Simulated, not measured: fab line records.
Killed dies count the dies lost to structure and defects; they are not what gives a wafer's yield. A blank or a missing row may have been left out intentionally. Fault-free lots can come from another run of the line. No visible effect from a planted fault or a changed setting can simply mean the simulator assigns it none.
fab line records	flow n5Finfet
[record] lots = 7	wafers = 18	lastDay = 19
route steps=1938 shown MOL_CONTACT_COAG@567 BEOL_M4@1111 PASSIVATION@1936
lots untouched by any fault: they come from a run of this same line in which no faults occurred
startH: hours from the record's first day to the start of the lot's first wafer shown	waitH: hours elapsed since this lot's preceding step	" repeats the value in the row above	L1.1+2: one row covering several wafers at once	- no value, or no start given	* or withheld: withheld	< > ~ a bound
route shown NAME@n: names a module that has steps shown in the file, with the first one's number in the route	usual: mean/standard deviation of fault-free wafers	same: alike in all rows	chamber/n: place in a boat	sites: each site's reading	_std_site: standard deviation of those values	_edge_site: inner sites' mean taken away from outer sites' mean	radiusMm: for every site, how far away it sits from the centre of the wafer	mask NAME#n: copy n	behind: the last tool/chamber to shape the wafer	hold: why the lot was held/for how many hours/how that ended	device: which transistor (n, p or np) failed to switch	end of line: at the end of the route, the tests of the same wafers	step lacking rows: just its recipe	killed: dies that structure and defects cost at the first sort, which is not the same as the wafer's yield	map: a wafer's dies, marking killed ones x, the rest . and places with no die _
set.NAME: the setting the step ran with; set.NAME@STEP: the setting that earlier step ran with	model.NAME: the simulator's own value behind a step, which no gauge read
certain route steps with their lots: each step a table, each wafer a row
services: a tool's chamber out of use, with start hour (startH, from the record's first day; less than 0 if before it), hours out, and reason
[[steps]]
[step N5_MOL_CONTACT_COAG_COAT_78]
[recipe] resist = CAR-EUV	spinRpm = 1500	resistThkNm = 40
[step N5_MOL_CONTACT_COAG_EBR_80]
[recipe] solvent = PGMEA	ebrWidthMm = 1.5
[step N5_MOL_CONTACT_COAG_SOFTBAKE_79]
[recipe] tempC = 110	timeS = 60	resist = CAR-EUV
[step N5_MOL_CONTACT_COAG_EXPOSE_81]
[recipe] maskId = VG	na = 0.33	sourceShape = annular	sigmaInner = 0.3	sigmaOuter = 0.7	polarization = unpolarized	defocusNm = 0	doseMj = 59.5
[step N5_MOL_CONTACT_COAG_PEB_82]
[recipe] pebTempC = 100	pebTimeS = 60	resist = CAR-EUV
[step N5_MOL_CONTACT_COAG_DEVELOP_83]
[recipe] developTimeS = 30	developer = TMAH	resist = CAR-EUV	rinseLiquid = surfactantRinse	dry = airSpin	devTempC = 23
[step N5_MOL_CONTACT_COAG_CD_MEAS_84]
[recipe] targetCdNm = 25.1	landingEnergyEv = 500	detector = seInlens	polarity = opening
[usual] cdNm = 25.12/0.3
lot.wafer	tool	chamber	startH	waitH	cdNm
L882.1	cdSem-01	0	146.04	-	24.89
L882.3	"	0	"	"	25.03
L882.6	"	0	"	"	25.04
L885.1	cdSem-03	0	167.10	-	25.21
L885.2	"	0	"	"	25.55
L885.4	"	0	"	"	25.36
L891.2	cdSem-03	0	202.55	-	25.09
L891.6	"	0	"	"	25.19
L892.2	cdSem-03	0	209.43	-	25.14
L892.6	"	0	"	"	25.35
L893.2	cdSem-01	0	217.45	-	25.44
L893.4	"	0	"	"	24.83
L893.6	"	0	"	"	25.43
L895.2	cdSem-01	0	227.80	-	25.22
L895.3	"	0	"	"	25.05
L895.4	"	0	"	"	25.13
L897.2	cdSem-02	0	238.42	-	24.98
L897.6	"	0	"	"	24.88
[step N5_MOL_CONTACT_COAG_OVL_MEAS_85]
[recipe] pointsPerWafer = 522
[usual] VG_OVL = 0.2/0.66
lot.wafer	tool	chamber	startH	waitH	VG_OVL[nm]
L882.1	overlay-02	0	146.07	0.0	0.1
L882.3	"	0	"	"	0.6
L882.6	"	0	"	"	0.5
L885.1	overlay-02	0	167.13	0.0	-0.6
L885.2	"	0	"	"	-0.8
L885.4	"	0	"	"	-1.2
L891.2	overlay-01	0	202.58	0.0	0.0
L891.6	"	0	"	"	0.6
L892.2	overlay-02	0	209.47	0.0	0.0
L892.6	"	0	"	"	-0.5
L893.2	overlay-02	0	217.48	0.0	-0.5
L893.4	"	0	"	"	-0.5
L893.6	"	0	"	"	-0.5
L895.2	overlay-02	0	227.83	0.0	-0.1
L895.3	"	0	"	"	0.3
L895.4	"	0	"	"	0.6
L897.2	overlay-01	0	238.45	0.0	0.5
L897.6	"	0	"	"	0.2
[step N5_MOL_CONTACT_COAG_INSPECT_57]
[recipe] mode = adi	inspectInstrument = brightfield
[usual] rawDefectCount = 204/55
lot.wafer	tool	chamber	startH	waitH	rawDefectCount
L882.1	defectInspect-02	-	146.13	0.1	176
L882.3	"	-	"	"	191
L882.6	"	-	"	"	197
L885.1	defectInspect-01	-	167.19	0.1	145
L885.2	"	-	"	"	121
L885.4	"	-	"	"	198
L891.2	defectInspect-01	-	202.63	0.0	301
L891.6	"	-	"	"	167
L892.2	defectInspect-01	-	209.52	0.0	160
L892.6	"	-	"	"	187
L893.2	defectInspect-02	-	217.53	0.0	211
L893.4	"	-	"	"	161
L893.6	"	-	"	"	216
L895.2	defectInspect-01	-	227.88	0.0	203
L895.3	"	-	"	"	201
L895.4	"	-	"	"	244
L897.2	defectInspect-01	-	238.50	0.0	213
L897.6	"	-	"	"	208
[step N5_MOL_CONTACT_COAG_DESCUM_88]
[recipe] chemistry = O2	timeS = 7	sourcePowerW = 50	biasPowerW = 20	pressureMtorr = 20	rfFrequencyHz = 2.712e+07	tempC = 40	resist = CAR-EUV	o2FlowSccm = 225
[usual] drypumpMotorCurrentA = 5.6/0.42	oesProductAu = 0.80/0.098	rfVppV = 243.4/1.5	showerheadPlenumPTorr = 2.12/0.074	throttleValvePct = 20.47/0.21
lot.wafer	tool	chamber	startH	waitH	drypumpMotorCurrentA	oesProductAu	rfHoursCounterH	rfVppV	showerheadPlenumPTorr	throttleValvePct
L882.1	rieDiel-03	0	147.21	1.1	5.0	0.85	31	244.2	2.12	20.31
L882.3	"	2	"	"	5.2	0.74	171	241.8	2.00	20.75
L882.6	"	1	"	"	5.8	0.68	-	244.2	2.06	20.14
L885.1	rieDiel-02	0	167.22	0.0	6.3	0.82	75	244.7	2.13	20.80
L885.2	"	2	"	"	5.3	0.78	116	245.2	2.22	20.43
L885.4	"	1	"	"	5.4	0.70	242	243.5	2.07	20.78
L891.2	rieDiel-03	2	202.97	0.3	5.3	0.72	191	241.1	2.00	20.79
L891.6	"	2	"	"	5.2	0.72	-	241.9	2.00	20.78
L892.2	rieDiel-02	0	209.55	0.0	6.3	0.81	92	242.4	2.13	20.83
L892.6	"	3	"	"	5.7	0.91	-	241.5	2.08	20.35
L893.2	rieDiel-02	1	217.57	0.0	5.5	1.02	1	242.1	2.07	20.50
L893.4	"	3	"	"	5.7	0.90	22	242.1	2.08	20.36
L893.6	"	2	"	"	5.2	0.75	-	244.8	2.21	20.46
L895.2	rieDiel-04	1	227.92	0.0	5.7	0.75	194	242.9	2.05	20.40
L895.3	"	2	"	"	6.2	0.93	20	246.1	2.23	20.28
L895.4	"	3	"	"	6.0	0.89	34	242.8	2.13	20.45
L897.2	rieDiel-04	0	238.54	0.0	5.8	0.68	231	243.9	2.16	20.45
L897.6	"	0	"	"	5.8	0.67	-	244.9	2.16	20.43
[step N5_MOL_CONTACT_COAG_ETCH_89]
[recipe] chemistry = N2/H2	target = underlayer	targetDepthA = 130	maskMaterial = CAR-EUV	timeS = 10.4	ionEnergyEv = 200	pressureMtorr = 30	sourceW = 840	biasW = 150	n2FlowSccm = 200	h2FlowSccm = 200	ends = cleared
[usual] drypumpMotorCurrentA = 5.6/0.43	etchRfOnTimeS = 10.4/0.46	oesProductAu = 0.68/0.084	rfVppV = 524.5/2.5	showerheadPlenumPTorr = 2.56/0.086	throttleValvePct = 17.78/0.25
lot.wafer	tool	chamber	startH	waitH	drypumpMotorCurrentA	etchRfOnTimeS	oesProductAu	rfHoursCounterH	rfVppV	showerheadPlenumPTorr	throttleValvePct
L882.1	rieDiel-03	0	147.24	0.0	5.0	10.1	0.75	31	524.8	2.57	17.51
L882.3	"	2	"	"	5.3	9.8	0.64	171	521.3	2.42	17.91
L882.6	"	1	"	"	5.8	11.8	0.57	-	521.1	2.51	17.70
L885.1	rieDiel-02	0	167.26	0.0	6.3	10.2	0.71	75	525.3	2.55	17.81
L885.2	"	2	"	"	5.2	10.2	0.67	116	528.1	2.64	17.59
L885.4	"	1	"	"	5.5	10.8	0.58	242	521.8	2.52	18.29
L891.2	rieDiel-03	2	203.00	0.0	5.2	10.0	0.63	191	520.9	2.41	17.94
L891.6	"	2	"	"	5.2	10.1	0.62	-	518.6	2.41	17.93
L892.2	rieDiel-02	0	209.59	0.0	6.3	10.0	0.70	92	522.9	2.54	17.84
L892.6	"	3	"	"	5.7	10.0	0.80	-	522.8	2.46	17.33
L893.2	rieDiel-02	1	217.60	0.0	5.4	10.4	0.85	1	522.9	2.52	17.94
L893.4	"	3	"	"	5.7	10.3	0.76	22	521.9	2.46	17.34
L893.6	"	2	"	"	5.2	10.3	0.65	-	526.6	2.64	17.61
L895.2	rieDiel-04	1	227.95	0.0	5.7	10.0	0.65	194	524.3	2.54	18.06
L895.3	"	2	"	"	6.2	10.6	0.77	20	529.2	2.70	17.62
L895.4	"	3	"	"	6.0	10.6	0.75	34	525.4	2.61	17.85
L897.2	rieDiel-04	0	238.57	0.0	5.8	10.3	0.59	231	525.9	2.64	18.02
L897.6	"	0	"	"	5.8	10.4	0.58	-	524.7	2.64	18.02
[step N5_MOL_CONTACT_COAG_ETCH_90]
[recipe] chemistry = CF4	target = SiARC	targetDepthA = 130	maskMaterial = CAR-EUV	timeS = 21.7	ionEnergyEv = 80	pressureMtorr = 40	sourceW = 545	biasW = 36	Ar_flow_sccm = 100	cf4FlowSccm = 100	ends = cleared
[usual] cf4FlowSccm = 99.99/0.25	drypumpMotorCurrentA = 5.6/0.43	etchRfOnTimeS = 21.7/0.86	oesProductAu = 0.68/0.083	rfVppV = 184.3/1.1	showerheadPlenumPTorr = 2.15/0.062	throttleValvePct = 15.59/0.23
lot.wafer	tool	chamber	startH	waitH	cf4FlowSccm	drypumpMotorCurrentA	etchRfOnTimeS	oesProductAu	rfHoursCounterH	rfVppV	showerheadPlenumPTorr	throttleValvePct
L882.1	rieDiel-03	0	147.26	0.0	100.02	5.0	21.1	0.75	31	183.2	2.17	15.49
L882.3	"	2	"	"	99.78	5.3	20.9	0.64	171	181.5	2.06	15.89
L882.6	"	1	"	"	99.96	5.8	24.3	0.57	-	182.9	2.11	15.47
L885.1	rieDiel-02	0	167.28	0.0	100.33	6.3	20.9	0.71	75	183.3	2.17	15.83
L885.2	"	2	"	"	100.10	5.2	21.7	0.66	116	185.5	2.22	15.32
L885.4	"	1	"	"	100.60	5.5	22.6	0.58	242	183.9	2.12	15.98
L891.2	rieDiel-03	2	203.02	0.0	100.50	5.3	20.8	0.63	191	183.7	2.05	15.94
L891.6	"	2	"	"	99.80	5.3	20.5	0.63	-	183.2	2.05	15.95
L892.2	rieDiel-02	0	209.61	0.0	100.20	6.3	21.1	0.70	92	184.7	2.17	15.87
L892.6	"	3	"	"	100.24	5.7	21.6	0.79	-	182.9	2.10	15.30
L893.2	rieDiel-02	1	217.62	0.0	100.41	5.5	21.8	0.85	1	183.7	2.11	15.52
L893.4	"	3	"	"	100.07	5.7	21.3	0.77	22	183.7	2.10	15.33
L893.6	"	2	"	"	99.98	5.2	21.5	0.64	-	185.0	2.22	15.37
L895.2	rieDiel-04	1	227.97	0.0	99.80	5.7	20.9	0.64	194	183.5	2.12	15.77
L895.3	"	2	"	"	100.05	6.2	21.7	0.78	20	185.9	2.27	15.35
L895.4	"	3	"	"	100.23	6.0	22.3	0.75	34	183.8	2.16	15.50
L897.2	rieDiel-04	0	238.59	0.0	99.84	5.8	21.1	0.60	231	185.2	2.20	15.63
L897.6	"	0	"	"	100.18	5.8	21.3	0.59	-	184.5	2.20	15.64
[step N5_MOL_CONTACT_COAG_ALD_131]
[recipe] material = SiO2	targetThkA = 50	tempC = 100	aldPrecursorFamily = BDEAS	aldCoReactant = O2-plasma	pulseTimeS = 1	coReactantPulseTimeS = 1	purgeTimeS = 2	coReactantPurgeTimeS = 2	aldCycles = 35	pressureTorr = 2
[usual] aldCycles = 35/0	heaterPowerW = 75/8.2	precursorPulseHeightRel = 0.997/0.022
[same] pulseTimeS = 1
lot.wafer	tool	chamber	startH	waitH	aldCycles	heaterPowerW	precursorPulseHeightRel	model.SiO2_of_MOL_CONTACT_COAG_ALD_131.thkNm
L882.1	aldSin-04	3	147.34	0.1	35	66	1.002	5
L882.3	"	2	"	"	35	95	1.010	5
L882.6	"	1	"	"	35	81	1.048	5
L885.1	aldSin-03	1	167.68	0.4	35	77	1.040	5
L885.2	"	2	"	"	35	75	1.015	5
L885.4	"	3	"	"	35	66	0.986	5
L891.2	aldSin-03	1	203.10	0.1	48	79	1.012	6.8
L891.6	"	2	"	"	48	78	0.983	6.8
L892.2	aldSin-03	2	210.34	0.7	48	77	0.971	6.8
L892.6	"	0	"	"	48	73	1.011	6.8
L893.2	aldSin-04	1	217.94	0.3	35	80	1.010	5
L893.4	"	0	"	"	35	65	0.975	5
L893.6	"	3	"	"	35	70	1.020	5
L895.2	aldSin-04	0	228.05	0.1	35	66	0.988	5
L895.3	"	2	"	"	35	93	0.985	5
L895.4	"	1	"	"	35	82	1.016	5
L897.2	aldSin-03	1	238.67	0.1	48	76	1.019	6.8
L897.6	"	1	"	"	48	78	1.006	6.8
[step N5_MOL_CONTACT_COAG_ETCHBACK_132]
[recipe] chemistry = CHF3	target = SiO2	targetDepthA = 100	timeS = 6.7	ionEnergyEv = 200	pressureMtorr = 30	sourceW = 610	biasW = 170	Ar_flow_sccm = 200	CHF3_flow_sccm = 50
[usual] drypumpMotorCurrentA = 5.6/0.45	oesProductAu = 0.79/0.097	rfVppV = 524/13	showerheadPlenumPTorr = 2.40/0.071	throttleValvePct = 18.73/0.23
lot.wafer	tool	chamber	startH	waitH	drypumpMotorCurrentA	oesProductAu	rfHoursCounterH	rfVppV	showerheadPlenumPTorr	throttleValvePct
L882.1	rieDiel-02	0	147.52	0.1	6.4	0.85	67	508	2.41	18.93
L882.3	"	2	"	"	5.2	0.79	108	515	2.48	18.44
L882.6	"	1	"	"	5.4	0.70	-	526	2.35	19.02
L885.1	rieDiel-03	1	167.86	0.1	5.8	0.67	219	520	2.34	18.49
L885.2	"	2	"	"	5.3	0.73	180	527	2.28	19.03
L885.4	"	0	"	"	5.0	0.86	39	533	2.41	18.64
L891.2	rieDiel-04	2	203.29	0.1	6.2	0.93	13	522	2.53	18.53
L891.6	"	1	"	"	5.7	0.75	-	522	2.39	18.98
L892.2	rieDiel-02	2	210.52	0.1	5.2	0.76	134	515	2.47	18.49
L892.6	"	3	"	"	5.7	0.90	-	516	2.33	18.46
L893.2	rieDiel-04	1	218.12	0.1	5.7	0.76	191	523	2.39	19.01
L893.4	"	3	"	"	6.0	0.89	31	548	2.41	18.63
L893.6	"	3	"	"	6.0	0.89	-	548	2.41	18.63
L895.2	rieDiel-02	3	228.23	0.1	5.7	0.91	27	515	2.33	18.47
L895.3	"	1	"	"	5.5	0.97	5	527	2.35	18.71
L895.4	"	0	"	"	6.3	0.80	99	509	2.40	18.97
L897.2	rieDiel-03	0	238.86	0.1	5.0	0.82	61	532	2.41	18.69
L897.6	"	1	"	"	5.8	0.66	-	517	2.34	18.53
[step N5_BEOL_M4_RC_MEAS_101]
[usual] DIBL_N = 36.4/2.2	DIBL_P = 36.3/2.5	IOFF_N = 0.17/0.052	IOFF_P = 0.23/0.049	ION_N = 674/17	ION_P = 464/11	SS_N = 71.7/0.98	SS_P = 73.3/0.84	VT_N = 250/4	VT_P = -249/3.8
lot.wafer	tool	chamber	startH	waitH	DIBL_N[mV/V]	DIBL_P[mV/V]	IOFF_N[nA/um]	IOFF_P[nA/um]	ION_N[uA/um]	ION_P[uA/um]	SS_N[mV/dec]	SS_P[mV/dec]	VT_N[mV]	VT_P[mV]
L882.1	prober-01	0	259.17	0.0	33.6	34.8	0.13	0.18	650	443	72.0	73.4	253	-252
L882.3	"	0	"	"	36.0	36.1	0.16	0.20	657	451	72.4	73.3	253	-253
L882.6	"	0	"	"	37.6	39.2	0.21	0.27	695	474	73.0	74.0	246	-244
L885.1	prober-01	0	275.56	0.0	33.8	34.0	0.10	0.15	647	449	70.9	72.5	258	-252
L885.2	"	0	"	"	33.4	33.4	0.11	0.15	665	460	70.4	72.0	254	-256
L885.4	"	0	"	"	37.0	39.1	0.19	0.25	695	476	71.6	73.7	245	-249
L893.2	prober-02	0	317.61	0.2	36.3	36.3	0.16	0.22	680	470	71.6	72.9	248	-248
L893.4	"	0	"	"	35.4	35.8	0.15	0.23	676	477	71.2	73.4	247	-246
L893.6	"	0	"	"	39.9	40.6	0.25	0.31	690	467	72.9	74.3	244	-244
L895.2	prober-02	0	332.12	0.2	37.5	38.5	0.20	0.28	696	474	72.0	73.5	248	-247
L895.3	"	0	"	"	35.0	34.6	0.15	0.20	674	462	71.2	72.1	252	-250
L895.4	"	0	"	"	36.7	35.9	0.18	0.23	672	465	72.4	73.5	248	-248
[step N5_PASSIVATION_PROBE_49]
[usual] defectLimitedYield = 91.2/1.4	killed_at_M0_to_M3 = 34/9.3	killed_at_M4_up = 14/5.9	killedAtContacts = 14/5.7	killedAtFrontEnd = 38/10	killedAtOther = 4/3.2	killedDies = 104/17	killedOnRim = 14/4	killedOpen = 67/13	killedShort = 33/6.9	sort_bin_5_function = 5.2/1	sort_bin_6_memory = 3.3/0.61	sort_bin_8_speed = 0.3/1.8	sortNPass = 1069/52
[same] grossDies = 1180	killedAtBackSide = 0	sort_bin_4_leakage[%] = 0
lot.wafer	tool	chamber	startH	waitH	defectLimitedYield[%]	killed_at_M0_to_M3	killed_at_M4_up	killedAtContacts	killedAtFrontEnd	killedAtOther	killedDies	killedOnRim	killedOpen	killedShort	sort_bin_5_function[%]	sort_bin_6_memory[%]	sort_bin_8_speed[%]	sortNPass
L882.1	prober-01	-	371.95	0.0	90.5	42	24	3	43	0	112	19	79	31	5.4	3.6	0.1	1067
L891.2	prober-01	-	408.73	0.1	3.7	33	12	1043	46	2	1136	148	64	33	93.2	2.7	0	44
L891.6	prober-01	-	408.93	0.3	3.1	35	16	1030	60	2	1143	150	80	39	92.5	3.6	0	37
L892.2	prober-01	-	431.62	0.1	2.8	24	23	1072	27	1	1147	148	50	31	94.3	2.4	0	33
L892.6	prober-01	-	431.82	0.3	4.2	33	14	1052	28	3	1130	145	61	23	92.6	2.6	0	50
L895.2	prober-02	-	438.45	0.1	92.4	24	9	15	38	4	90	12	56	25	4.1	3.1	0	1090
L895.3	prober-02	-	438.50	0.1	92.5	29	8	18	33	1	89	10	63	20	4.4	2.8	0	1091
L895.4	prober-02	-	438.55	0.2	93.1	23	8	8	40	3	82	7	48	28	4.2	2.3	0	1098
L897.2	prober-01	-	461.59	0.7	3.1	43	14	1038	41	7	1143	147	81	37	93.1	3.5	0	37
L897.6	prober-01	-	461.79	0.9	3.4	52	12	1037	37	2	1140	150	70	33	93.1	3.0	0	40
// killed by level:class
L882.1 BEOL_M4:geometricParticle:open=10 BEOL_M0_SAQP:geometricParticle:open=9 BEOL_M2:geometricParticle:open=9 STI_FIN_REVEAL:geometricParticle:open=8 FIN_SAQP:geometricParticle:open=7 BEOL_M0_SAQP:geometricParticle:short=7 BEOL_M1:geometricParticle:open=6 DUMMY_GATE:geometricParticle:open=5
L891.2 MOL_CONTACT_COAG:areaAld=1034 BEOL_M3:geometricParticle:open=16 FIN_SAQP:geometricParticle:open=8 GATE_CUT:geometricParticle:short=8 GATE_CUT:geometricParticle:open=7 STI_FIN_REVEAL:geometricParticle:open=5 MOL_CONTACT_COAG:geometricParticle:open=5 BEOL_M0_SAQP:geometricParticle:open=5
L891.6 MOL_CONTACT_COAG:areaAld=1015 STI_FIN_REVEAL:geometricParticle:open=16 BEOL_M0_SAQP:geometricParticle:open=13 FIN_SAQP:geometricParticle:open=11 BEOL_M0_SAQP:geometricParticle:short=9 MOL_CONTACT_COAG:geometricParticle:open=8 FIN_SAQP:geometricParticle:short=7 BEOL_M3:geometricParticle:open=7
L892.2 MOL_CONTACT_COAG:areaAld=1065 MOL_CONTACT_COAG:geometricParticle:open=7 STI_FIN_REVEAL:geometricParticle:open=6 BEOL_M0_SAQP:geometricParticle:short=6 BEOL_M3:geometricParticle:open=6 BEOL_M4:geometricParticle:open=6 FIN_SAQP:geometricParticle:short=5 BEOL_M8:geometricParticle:open=5
L892.6 MOL_CONTACT_COAG:areaAld=1044 BEOL_M3:geometricParticle:open=13 MOL_CONTACT_COAG:geometricParticle:open=8 BEOL_M4:geometricParticle:open=7 BEOL_M0_SAQP:geometricParticle:short=5 BEOL_M1:geometricParticle:open=5 BEOL_M3:geometricParticle:short=4 STARTING-WAFER:geometricParticle:short=4
L895.2 MOL_CONTACT_COAG:geometricParticle:open=12 STI_FIN_REVEAL:geometricParticle:open=9 BEOL_M0_SAQP:geometricParticle:short=9 DUMMY_GATE:geometricParticle:open=6 GATE_CUT:geometricParticle:open=6 GATE_CUT:geometricParticle:short=5 BEOL_M2:geometricParticle:open=5 BEOL_M0_SAQP:geometricParticle:open=4
L895.3 MOL_CONTACT_COAG:geometricParticle:open=12 STI_FIN_REVEAL:geometricParticle:open=11 BEOL_M2:geometricParticle:open=8 FIN_SAQP:geometricParticle:open=6 MOL_CONTACT_COAG:geometricParticle:short=5 BEOL_M1:geometricParticle:open=4 BEOL_M0_SAQP:geometricParticle:open=4 GATE_CUT:geometricParticle:open=3
L895.4 STI_FIN_REVEAL:geometricParticle:open=11 BEOL_M0_SAQP:geometricParticle:open=8 STI_FIN_REVEAL:geometricParticle:short=7 MOL_CONTACT_COAG:geometricParticle:open=6 BEOL_M3:geometricParticle:open=6 GATE_CUT:geometricParticle:open=4 GATE_CUT:geometricParticle:short=4 BEOL_M0_SAQP:geometricParticle:short=4
L897.2 MOL_CONTACT_COAG:areaAld=1024 FIN_SAQP:geometricParticle:open=16 BEOL_M3:geometricParticle:open=13 MOL_CONTACT_COAG:geometricParticle:open=9 BEOL_M0_SAQP:geometricParticle:open=9 BEOL_M0_SAQP:geometricParticle:short=8 FIN_SAQP:geometricParticle:short=6 BEOL_M2:geometricParticle:open=5
L897.6 MOL_CONTACT_COAG:areaAld=1030 BEOL_M3:geometricParticle:open=16 BEOL_M0_SAQP:geometricParticle:open=14 BEOL_M0_SAQP:geometricParticle:short=11 BEOL_M4:geometricParticle:open=7 MOL_CONTACT_COAG:geometricParticle:open=5 FIN_SAQP:geometricParticle:short=4 FIN_SAQP:geometricParticle:open=4
// map L891.6 (x killed, . not)
_________________xxxxxxxxxxxx________________
______________xxxxxxxxx.xxxxxxxx_____________
___________xxxxxxxxxxxxxxxxxxxxxxxx__________
__________xxxxxxxxxxxxxxxxxxxxxxxxxx_________
________xxxxxxxxxx.xxxxxx.xxxxxxxxxxxx_______
_______xxxxxxxxxxxxxxxxxxxxxxxxxxxxxxxx______
______xxxxxxxxxxxxxxxxxxxxxxxxxxxxxxxxxx_____
_____xxx.xxxxxxxxxxxxxxxxxxxxxxxxxxxxxxxx____
____xx.xxxxxxxxx.xxxx.xxx.xxxxxxxxxxx.xxxx___
___xxxxxxxxxxxxxxxxxxxxx.xxxxxxxxx.xxxxxxxx__
___xxxxxxxxxxxxxxxxxxxxxxxxxxxxxxxxxxxxxxxx__
__xxxxxxxxxxxxxxxxxxxxxxxxxxxxxxxxxxx.xxxxxx_
__xxxxxxxxxxxxxxxxxxxxxxxx.xxxxxxxxxxxxxxxxx_
_xxxxxxxxxxxxxx.xxxxxxxxxxxxxxxxxxxxxxxxx.xxx
_xxxxxxx.xxxxxxxxxxxxxxxxxxxxxxxxxxxxxxxxxxxx
_xxxxxxxxxxx.xxxxxxxxxxxxxxx.xxxxxxxxxxxxxxxx
_xxxxxxxxxxxxxxxx.xxxxxxxxxxxxxxxxxxxxxxxxxxx
_xxxxxxxxxxxxxxxxxxxxxxxxxxxxxxx.xxxxxxxxxxxx
_xxxxxxxxxxxxxxxxxxxx.xxxxxxxxx.xx.xxxxxxxxxx
_xxxxxxxxxxxxxxxxxxxx.xxxxxxxxxxxxxxxxxxxxxxx
_xxxxxxxxxxxxxxxxxxxxxxxxxxxxxxxxxxxxxxxxxxxx
__xxxxxxxxxxxxxxxxxxxxxxxxxxxxxxxxxxxxxxxxxx_
__xxxxxxxxxxxxxxxxxxxxxx.xxxxxxxxxxxxxxxxxxx_
___xxxxxxxxxxxxxxxxxxxxxxxxx.xxxxxxxxxxxxxx__
___xxxxxxxxxxxxxxxxxxxxxxxxxxxxxxxxxxxx.xxx__
____xxxx.xxxxxxxxxxxxxxxxxxxxxxxxxxxxxxxxx___
_____xxxxxxxxxxxxxxxxxxxxxxxxxxxxxxxxxxxx____
______xxxxxxxxxxxxxxxxxxxxxxxxxxx.x.xxxx_____
_______xxxxxxxxxxxxxxxxxxxxxxxxxxxxxxxx______
________xxxxxx.xxxxxxxxxxxxxxxx.xxxxxx_______
__________xxxxxxxxx.xxxxxxxxxxxxxxxx_________
___________xxxxxxxxxxxxxxx..xxxxxxx__________
______________.xx.xxxxxxxxxxxxxx_____________
_________________xxxxxxxxxxxx________________
// map L892.2 (x killed, . not)
_________________xxxxxxxxxxxx________________
______________xxxxxxxxxxxxxxxx.x_____________
___________xx.xxxxxxxxxxxxxxxxxxxxx__________
__________xxxxxxxxxxxxxxxxxxxxxxxxxx_________
________xxxxxxxxxxxxxxxxxxxxxxxxxxxxxx_______
_______xxxxxxxxxxxxxxxxxxxxxxxxxxxx.xxx______
______xxxxxxxxxxxxxxxxxxxxxxxxxxxxxxxxxx_____
_____xxxxxxxxxxxxxxxxxxxxxxxx.xxxxxxxx.xx____
____.xxxxxxxx.xxxxxxxxxxxxxxxxxxxxxxxxxxxx___
___xxxxxxxxxxxxxxxx.xxxxxxxxxx.xxxxxxxxxxxx__
___xxxxxxxxxxxxxxxxxxxxxxxxxxxxxxxxxxxxxxxx__
__xxxx.xxxxxxxxxxxxxxxxxxxxxxxxxxxxxxxxxxxxx_
__xxxxxxxxxxxxxxxxxxxxxxxxxxxxxxxxxxxxxxx.xx_
_xxxxxxxx.xxxxxxxxxxx.xxxx.xxxxxxxxxxxxxxxxxx
_xxxxxxxxx.xxxxxxxxxxxxxxxxxxxxxxxxxxxxxxxxxx
_xxxxxxxxxxxxxxxx.xxxxxxxxxxxxxx.x.xxxxxxxxxx
_x.xxxxxxxxxxxxxxxxxxxxxxxx.xxxxx.xxxxxxxxxxx
_xxxxxxxxxxxxxxxxxxxxxxxxxxxxxxxxxxxxxxxxxxxx
_xxxxxxxxxxxxxxxxxxxxxxxxxxxxxxxxxxxxxxxxxxxx
_xxxxxxxxxxxxxxxxxxxxxxxxxxxxxxxxxxxxxx.xxxxx
_xxx.xxxxxxxxxxxxxxxxxxxxxxxxxxxxxxxxxxxxxxxx
__xxxxxxxxxxxxxxxxxxxxxxxx.xxxxxxxxxxxxxxxxx_
__xx.xxxx.xxxxxxxxxxxxxxxxxxxxxxxxxxxxxxxxxx_
___xxxxxxxxxxxxxxxxxxxxxxxxxxxxxxxxxxxxxxxx__
___xxxxxxxxxxxxxxxxxxxxxxxxxxxxxxxxxxxxxxxx__
____xxxx.xxxxxxxxxxxxxxxxxxxxxxxx.xxxxxxxx___
_____xxxxxxxxxxxxxxxxxxxxxxxxxxxxxxx.xxxx____
______xxxxxxxxxxxxxxxxxxxxxxxxx.xxxxxxxx_____
_______xxxxxxxxxxxxxxxxxxxxxxxxxxxxxxxx______
________xxxxxxxxxxxxxxxxxxxxxxxxxxxxxx_______
__________xxxxxxxxxxxxxxxxxxxxxxxxxx_________
___________xxxxxx.xxxxxxxxx.xxxxxxx__________
______________xxxxxxxxxxxxxx.xxx_____________
_________________xxxxxxxxxxxx________________
[[services]]
tool	chamber	startH	hours	kind
aldSin-03	-	125.02	0.2	repair
rieDiel-03	3	134.34	-	clean
rieDiel-03	3	134.34	-	consumableReplace:focusRing
rieDiel-03	3	134.34	-	consumableReplace:showerhead
rieDiel-03	3	134.34	23.1	scheduledDown
rieDiel-03	3	134.34	23.1	ventCycle
rieDiel-04	2	135.83	-	clean
rieDiel-04	2	135.83	-	consumableReplace:focusRing
rieDiel-04	2	135.83	-	consumableReplace:showerhead
rieDiel-04	2	135.83	27.6	scheduledDown
rieDiel-04	2	135.83	27.6	ventCycle
rieDiel-02	3	140.88	-	clean
rieDiel-02	3	140.88	-	consumableReplace:focusRing
rieDiel-02	3	140.88	17.4	scheduledDown
rieDiel-02	3	140.88	17.4	ventCycle
aldSin-03	-	144.13	2.8	pm
rieDiel-04	0	148.13	4.3	repair
aldSin-03	-	159.04	6.0	pm
aldSin-04	-	178.49	0.7	repair
rieDiel-02	1	191.74	-	clean
rieDiel-02	1	191.74	-	consumableReplace:focusRing
rieDiel-02	1	191.74	22.8	scheduledDown
rieDiel-02	1	191.74	22.8	ventCycle
rieDiel-03	0	201.11	2.7	repair
[[key]]
[firstSign] step = N5_MOL_CONTACT_COAG_ALD_131	reading = aldCycles	direction = up	sigmas = 99+	usual = *	struck = *
[effect] step = N5_PASSIVATION_PROBE_49	reading = killedAtContacts	direction = up	sigmas = 99+	usual = 14	struck = 1045
[modelEffect] step = N5_MOL_CONTACT_COAG_ALD_131	value = SiO2_of_MOL_CONTACT_COAG_ALD_131.thkNm	without = 5	struck = 6.8
[moreKillsBornAt] N5_MOL_CONTACT_COAG_ALD_131@aldSin-03 = 6212
metAt N5_MOL_CONTACT_COAG_ALD_131
struckWafers L891.2,L891.6,L892.2,L892.6,L897.2,L897.6
laterRowsLeftOut L891.2,L891.6,L892.2,L892.6,L897.2,L897.6
onsetBetween 167.68 203.10
[fault] kind = processParameterDrift	tool = aldSin-03	chamber = -	onsetH = 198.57	steps = N5_MOL_CONTACT_COAG_ALD_131	channel = aldCycles	offset = *	shape = step	endH = 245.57	scope = struckWafersOnly	actsIn = *	stated = *
// laterRowsLeftOut: the simulator's readings of these wafers behind a module that went badly wrong aren't trusted and aren't shown, but for the sort
